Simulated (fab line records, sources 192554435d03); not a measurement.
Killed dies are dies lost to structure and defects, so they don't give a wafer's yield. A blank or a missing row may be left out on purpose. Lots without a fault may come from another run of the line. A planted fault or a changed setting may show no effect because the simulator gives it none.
fab line records | flow n5_finfet
record lots=10 wafers=30 last_day=17
route steps=1938 shown BEOL_M2@914 BEOL_M4@1111
lots that met no fault: from a run of the same line without faults
start_h: hours from the record's first day to the start of the lot's first wafer shown | wait_h: hours since the lot's step before | " the same as in the row above | L1.1+2: a row that stands for several wafers | - no value, or no start given | * or withheld: withheld | < > ~ a bound
route shown NAME@n: a module of which the file shows steps, and the number in the route of the first | usual: mean/standard deviation of fault-free wafers | same: alike in all rows | chamber/n: place in a boat | sites: the reading at each site | _std_site: their standard deviation | _edge_site: outer sites' mean less inner sites' | radius_mm: how far each site lies from the wafer's centre | mask NAME#n: copy n | behind: the tool/chamber that last shaped the wafer | hold: why the lot was held/for how many hours/how that ended | device: the transistor (n, p or np) that didn't switch | end of line: the same wafers' tests at the end of the route | a step without rows: its recipe alone | killed: dies lost to structure and defects at the first sort, not the wafer's yield | map: a wafer's dies, x killed, . not, _ none there
set.NAME: the setting as run; set.NAME@STEP: as run at that earlier step | model.NAME: the simulator's own value behind a step, which no gauge read
steps of the route over a sample of lots; a table a step, a row a wafer
services: from which hour (start_h, from the record's first day; less than 0 if before it) a tool's chamber was out of use, for how many hours, and why
## steps
# step N5_BEOL_M2_SPUTTER_90
# recipe material=Cu target_thk_a=45 temp_c=-20 chamber_pressure_pa=0.07 power_w=withheld time_s=8.29
# usual susceptor_temp_C=-19.99/0.11 throttle_valve_pct=29.9/0.94
# columns lot.wafer tool chamber start_h wait_h susceptor_temp_C throttle_valve_pct
L247.1 pvd_sputter-02 - 147.01 0.1 -19.88 30.4
L247.2 " - " " -20.11 29.0
L247.5 " - " " -19.84 30.3
L254.3 pvd_sputter-03 - 190.17 0.1 -19.96 29.8
L254.4 " - " " -19.91 29.6
L254.5 " - " " -19.84 30.1
L257.1 pvd_sputter-03 - 193.87 0.1 -19.92 30.2
L257.2 " - " " -20.20 32.2
L257.6 " - " " -19.99 30.1
L258.1 pvd_sputter-03 - 210.58 0.1 -19.82 29.9
L258.5 " - " " -19.91 29.9
L258.6 " - " " -20.06 29.9
L259.1 pvd_sputter-01 - 215.28 0.1 -20.00 30.3
L259.2 " - " " -19.94 30.5
L259.4 " - " " -19.91 30.8
L260.1 pvd_sputter-02 - 219.64 0.1 -20.06 27.9
L260.5 " - " " -19.89 27.8
L260.6 " - " " -19.74 30.3
L263.3 pvd_sputter-03 - 233.94 0.1 -19.86 30.6
L263.5 " - " " -20.13 30.6
L263.6 " - " " -19.92 32.1
L264.1 pvd_sputter-01 - 240.31 0.1 -20.03 30.2
L264.4 " - " " -19.99 30.7
L264.5 " - " " -19.94 30.3
L265.2 pvd_sputter-02 - 248.80 0.1 -19.86 29.1
L265.4 " - " " -20.13 30.6
L265.6 " - " " -20.14 30.4
L270.1 pvd_sputter-03 - 282.25 0.1 -20.03 32.1
L270.2 " - " " -19.98 29.9
L270.3 " - " " -20.25 30.3
# step N5_BEOL_M2_SPUTTER_94
# recipe material=Cu target_thk_a=45 temp_c=-20 chamber_pressure_pa=0.07 power_w=withheld time_s=8.29
# usual susceptor_temp_C=-20.01/0.11 throttle_valve_pct=29.9/0.96
# columns lot.wafer tool chamber start_h wait_h susceptor_temp_C throttle_valve_pct
L247.1 pvd_sputter-02 - 147.45 0.1 -20.05 30.4
L247.2 " - " " -20.01 29.1
L247.5 " - " " -19.98 30.6
L254.3 pvd_sputter-03 - 190.61 0.1 -20.08 30.0
L254.4 " - " " -20.12 30.0
L254.5 " - " " -20.05 29.9
L257.1 pvd_sputter-03 - 194.31 0.1 -19.84 29.9
L257.2 " - " " -20.15 32.0
L257.6 " - " " -19.98 29.8
L258.1 pvd_sputter-03 - 211.02 0.1 -19.90 29.9
L258.5 " - " " -19.92 30.0
L258.6 " - " " -20.01 29.8
L259.1 pvd_sputter-01 - 215.72 0.1 -19.82 30.3
L259.2 " - " " -20.14 30.1
L259.4 " - " " -20.17 30.8
L260.1 pvd_sputter-02 - 220.08 0.1 -20.11 27.7
L260.5 " - " " -20.02 28.2
L260.6 " - " " -19.95 30.5
L263.3 pvd_sputter-03 - 234.38 0.1 -20.16 31.1
L263.5 " - " " -20.23 30.8
L263.6 " - " " -20.05 32.2
L264.1 pvd_sputter-01 - 240.75 0.1 -20.04 30.4
L264.4 " - " " -20.12 30.8
L264.5 " - " " -19.75 30.4
L265.2 pvd_sputter-02 - 249.24 0.1 -19.98 28.9
L265.4 " - " " -19.87 30.6
L265.6 " - " " -19.87 30.6
L270.1 pvd_sputter-03 - 282.69 0.1 -20.10 32.2
L270.2 " - " " -19.92 29.9
L270.3 " - " " -19.83 30.5
# step N5_BEOL_M2_ECD_50
# recipe material=Cu target_thk_a=3000
# columns lot.wafer tool chamber start_h wait_h
L247.1+2+5 ecd_cu-01 0,1,0 147.78 0.1
L254.3+4+5 ecd_cu-01 1,0,0 190.97 0.1
L257.1+2+6 ecd_cu-01 0,1,0 194.65 0.1
L258.1+5+6 ecd_cu-02 1,1,0 211.36 0.1
L259.1+2+4 ecd_cu-01 1,0,0 216.06 0.1
L260.1+5+6 ecd_cu-01 1,1,0 220.42 0.1
L263.3+5+6 ecd_cu-02 0,1,0 234.73 0.1
L264.1+4+5 ecd_cu-01 1 241.09 0.1
L265.2+4+6 ecd_cu-02 1,1,0 249.58 0.1
L270.1+2+3 ecd_cu-02 1,0,1 283.03 0.1
# step N5_BEOL_M2_CMP_52
# recipe stop_on=SiOC t_overpolish_s=6.8 down_force_psi=1 platen_rpm=50 clearing_platen_down_force_psi=1.5 clearing_platen_rpm=50 post_cmp_clean=cu_alkaline target_thk_nm=40 clearing_platen_pad_velocity_m_s=0.99484 pad_velocity_m_s=0.99484
# usual motor_current_A=6.0/0.49 time_to_endpoint_s=64/3
# columns lot.wafer tool chamber start_h wait_h motor_current_A time_to_endpoint_s
L247.2 cmp-03 2 148.16 0.2 5.7 65
L247.1 " 0 " " 6.6 63
L247.5 " 3 " " 5.6 65
L254.4 cmp-01 2 191.58 0.2 5.7 65
L254.3 " 0 " " 5.8 67
L254.5 " 2 " " 5.7 66
L257.2 cmp-01 3 195.07 0.2 6.0 60
L257.1 " 1 " " 5.1 67
L257.6 " 3 " " 6.1 60
L258.1 cmp-04 1 211.78 0.3 6.0 67
L258.5 " 0 " " 5.4 61
L258.6 " 1 " " 6.4 66
L259.4 cmp-01 1 216.43 0.1 5.2 64
L259.2 " 3 " " 5.9 59
L259.1 " 0 " " 5.6 63
L260.1 cmp-01 3 221.13 0.3 5.9 44
L260.6 " 3 " " 6.0 61
L260.5 " 0 " " 6.1 50
L263.3 cmp-03 2 235.55 0.2 5.6 62
L263.5 " 1 " " 5.7 62
L263.6 " 2 " " 5.7 61
L264.1 cmp-03 3 241.77 0.5 6.0 47
L264.4 " 1 " " 6.0 48
L264.5 " 3 " " 5.8 48
L265.2 cmp-04 1 250.03 0.3 6.5 60
L265.4 " 2 " " 6.3 63
L265.6 " 3 " " 6.8 62
L270.3 cmp-01 0 283.41 0.2 5.6 68
L270.2 " 1 " " 5.5 69
L270.1 " 3 " " 5.9 64
# step N5_BEOL_M2_INSPECT_59
# recipe inspect_instrument=darkfield mode=post_dep
# usual raw_defect_count=75/24
# columns lot.wafer tool chamber start_h wait_h raw_defect_count
L247.1 defect_inspect-02 - 148.74 0.0 92
L247.2 " - " " 67
L247.5 " - " " 80
L254.3 defect_inspect-02 - 192.12 0.0 53
L254.4 " - " " 62
L254.5 " - " " 66
L257.1 defect_inspect-01 - 195.61 0.0 115
L257.2 " - " " 122
L257.6 " - " " 46
L258.1 defect_inspect-01 - 212.33 0.0 82
L258.5 " - " " 91
L258.6 " - " " 56
L259.1 defect_inspect-02 - 217.02 0.0 83
L259.2 " - " " 62
L259.4 " - " " 57
L260.1 defect_inspect-01 - 221.74 0.0 86
L260.5 " - " " 67
L260.6 " - " " 61
L263.3 defect_inspect-02 - 236.11 0.0 66
L263.5 " - " " 66
L263.6 " - " " 74
L264.1 defect_inspect-02 - 242.32 0.0 52
L264.4 " - " " 36
L264.5 " - " " 58
L265.2 defect_inspect-02 - 250.54 0.0 78
L265.4 " - " " 53
L265.6 " - " " 41
L270.1 defect_inspect-02 - 283.99 0.0 39
L270.2 " - " " 49
L270.3 " - " " 81
# step N5_BEOL_M4_RC_MEAS_101
# usual DIBL_N=36.6/1.7 DIBL_P=36.7/2 IOFF_N=0.16/0.033 IOFF_P=0.22/0.04 ION_N=673/12 ION_P=463/7.9 SS_N=71.7/0.58 SS_P=73.3/0.64 VT_N=249/3.3 VT_P=-249/3.1
# columns lot.wafer tool chamber start_h wait_h DIBL_N[mV/V] DIBL_P[mV/V] IOFF_N[nA/um] IOFF_P[nA/um] ION_N[uA/um] ION_P[uA/um] SS_N[mV/dec] SS_P[mV/dec] VT_N[mV] VT_P[mV]
L247.1 prober-01 0 168.23 0.0 38.0 37.8 0.16 0.25 675 466 71.7 74.1 250 -247
L247.2 " 0 " " 36.7 37.3 0.15 0.24 668 464 71.6 74.2 250 -247
L247.5 " 0 " " 36.3 36.9 0.15 0.23 670 467 72.2 73.8 250 -248
L254.3 prober-02 0 206.87 0.3 36.4 33.6 0.15 0.16 659 444 72.3 72.5 252 -255
L254.4 " 0 " " 35.3 33.9 0.13 0.17 662 460 71.5 72.7 254 -250
L254.5 " 0 " " 37.1 35.6 0.15 0.19 655 451 72.4 73.2 253 -251
L257.1 prober-02 0 219.08 0.0 39.5 39.5 0.24 0.32 696 481 72.6 74.8 244 -240
L257.2 " 0 " " 35.9 36.2 0.15 0.24 672 473 72.1 73.4 252 -244
L257.6 " 0 " " 37.6 37.4 0.17 0.25 660 458 71.8 73.1 249 -246
L258.1 prober-01 0 233.14 0.0 35.1 36.0 0.15 0.22 673 458 71.7 73.3 250 -246
L258.5 " 0 " " 35.9 36.4 0.18 0.23 663 456 72.3 74.0 249 -249
L258.6 " 0 " " 36.2 37.3 0.19 0.25 678 469 71.9 73.4 249 -248
L259.1 prober-01 0 239.00 0.0 38.0 36.8 0.17 0.23 673 459 72.2 73.5 249 -250
L259.2 " 0 " " 38.7 37.3 0.19 0.25 683 459 72.0 74.0 248 -247
L259.4 " 0 " " 37.4 36.1 0.16 0.23 670 462 71.8 73.5 250 -248
L260.1 prober-02 0 242.03 0.0 37.9 37.2 0.17 0.22 676 457 72.0 73.1 249 -250
L260.5 " 0 " " 35.9 35.2 0.13 0.20 666 456 71.5 72.8 252 -249
L260.6 " 0 " " 38.4 38.3 0.20 0.25 698 477 72.0 73.8 246 -245
L263.3 prober-01 0 279.06 0.3 38.5 39.1 0.21 0.25 695 472 71.6 73.3 244 -249
L263.5 " 0 " " 33.3 33.7 0.12 0.16 678 468 70.8 72.7 251 -256
L263.6 " 0 " " 37.5 38.1 0.19 0.24 675 473 71.2 73.4 247 -252
L264.1 prober-02 0 279.24 0.0 33.8 32.9 0.11 0.17 653 454 71.0 71.8 254 -251
L264.4 " 0 " " 36.3 36.2 0.16 0.23 667 462 71.6 72.4 247 -245
L264.5 " 0 " " 40.6 42.1 0.27 0.35 686 471 72.9 74.0 239 -246
L265.2 prober-02 0 282.33 0.2 34.3 35.1 0.12 0.18 663 460 70.5 72.7 253 -251
L265.4 " 0 " " 34.9 35.1 0.13 0.18 658 455 70.7 72.0 251 -254
L265.6 " 0 " " 35.1 35.3 0.13 0.19 661 461 71.6 73.0 254 -252
L270.1 prober-01 0 308.11 0.0 35.2 34.2 0.14 0.21 664 461 71.9 72.5 250 -246
L270.2 " 0 " " 35.2 34.8 0.14 0.22 677 471 72.0 72.5 251 -248
L270.3 " 0 " " 35.2 34.8 0.14 0.22 667 464 71.6 72.4 250 -246
## services
# columns tool chamber start_h hours kind
pvd_sputter-02 - 126.57 5.3 repair
cmp-03 - 127.94 1.8 repair
ecd_cu-01 - 137.07 6.6 pm
cmp-04 - 156.81 4.5 pm
cmp-04 - 179.59 0.5 repair
ecd_cu-01 - 200.54 0.9 repair
cmp-04 - 218.55 3.3 repair
cmp-01 - 225.54 12.0 repair
ecd_cu-02 - 226.53 2.3 repair
cmp-04 - 229.50 0.2 repair
cmp-04 - 231.14 4.0 pm
pvd_sputter-03 - 235.09 39.9 repair
cmp-04 - 235.14 - consumable_replace:conditioner
cmp-04 - 235.14 - consumable_replace:pad
cmp-03 - 255.72 0.7 repair
## key
first_sign step=N5_BEOL_M2_CMP_52 reading=time_to_endpoint_s direction=down sigmas=5.5 usual=* struck=*
effect none on later readings
met_at N5_BEOL_M2_ECD_50
struck_lots L260,L264
struck_wafers L260.1,L260.5,L264.1,L264.4,L264.5
not_acting_at N5_BEOL_M2_SPUTTER_90,N5_BEOL_M2_SPUTTER_94,N5_BEOL_M2_INSPECT_59
onset_between 216.06 220.42
fault kind=process_parameter_drift tool=ecd_cu-01 chamber=- onset_h=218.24 steps=N5_BEOL_M2_ECD_50 channel=target_thk_a offset=* shape=step end_h=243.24 scope=struck_wafers_only acts_in=* stated=*
